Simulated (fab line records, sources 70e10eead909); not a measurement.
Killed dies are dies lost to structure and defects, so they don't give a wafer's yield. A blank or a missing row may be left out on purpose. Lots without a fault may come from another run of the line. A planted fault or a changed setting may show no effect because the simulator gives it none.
One fault seen from 3 desks | flow nand_harc | each desk has only its own numbers; what lay behind them comes last

THE TOOL OWNER'S DESK: rie_diel-04
The tool's own readings at NHARC_A_CONTACT_DESCUM_47 (chemistry O2, time 3 s): means of the sampled wafers that have a number, for each lot that ran on this tool. A lot is out of limits, marked OUT, if its mean lies more than 4 standard deviations from the usual mean; the brackets give that distance.
Columns: A = drypump_motor_current_A at NHARC_A_CONTACT_DESCUM_47, usual 5.7 A; B = oes_product_au at NHARC_A_CONTACT_DESCUM_47, usual 1.004 a.u.; C = rf_vpp_V at NHARC_A_CONTACT_DESCUM_47, usual 57.9 V; D = run_length_s at NHARC_A_CONTACT_DESCUM_47, usual 23.9 s; E = showerhead_plenum_p_Torr at NHARC_A_CONTACT_DESCUM_47, usual 1.94 Torr; F = throttle_valve_pct at NHARC_A_CONTACT_DESCUM_47, usual 11.311 %
lot  | first seen here | A   | B     | C    | D    | E    | F
L211 | day 25 19:13    | 6.1 | 1.012 | 58.0 | 24.7 | 1.97 | 11.306
L218 | day 28 14:57    | 5.5 | 1.003 | 58.5 | 24.0 | 1.90 | 11.315
L220 | day 29 18:02    | 6.1 | 1.005 | 58.2 | 24.4 | 1.97 | 11.303
This desk's finding: nothing out of limits on any of the 3 lots.

THE DEFECT DESK
What the inspections along the route counted, lot by lot: means of the sampled wafers that have a number. A lot is out of limits, marked OUT, if its mean lies more than 4 standard deviations from the usual mean; the brackets give that distance.
Columns: A = raw_defect_count at NHARC_A_CONTACT_INSPECT_44, usual 86
lot  | first seen here | A
L211 | day 25 19:08    | 60
L218 | day 28 14:53    | 64
L217 | day 28 16:42    | 118
L221 | day 29 17:38    | 47
L220 | day 29 17:58    | 134
This desk's finding: nothing out of limits on any of the 5 lots.

THE METROLOGY DESK
What the gauges read, lot by lot, whatever tool the lot ran on: means of the sampled wafers that have a number. A lot is out of limits, marked OUT, if its mean lies more than 4 standard deviations from the usual mean; the brackets give that distance.
Columns: A = cd_nm at NHARC_A_CONTACT_CD_MEAS_42, usual 299.5 nm; B = overlay_x_nm at NHARC_A_CONTACT_OVL_MEAS_43, usual -0.1 nm; C = overlay_y_nm at NHARC_A_CONTACT_OVL_MEAS_43, usual 0.1 nm
lot  | first seen here | A     | B    | C
L211 | day 25 19:01    | 299.2 | 0.7  | -1.1
L218 | day 28 14:46    | 299.3 | -1.3 | 1.0
L217 | day 28 16:35    | 300.3 | 0.3  | -0.5
L221 | day 29 17:31    | 300.2 | -0.4 | 1.4
L220 | day 29 17:50    | 300.5 | -0.1 | -0.6
This desk's finding: nothing out of limits on any of the 5 lots.

PUT TOGETHER
The tool owner's desk saw nothing out of limits.
The defect desk saw nothing out of limits.
The metrology desk saw nothing out of limits.

WHAT THE SIMULATOR HAD PUT IN
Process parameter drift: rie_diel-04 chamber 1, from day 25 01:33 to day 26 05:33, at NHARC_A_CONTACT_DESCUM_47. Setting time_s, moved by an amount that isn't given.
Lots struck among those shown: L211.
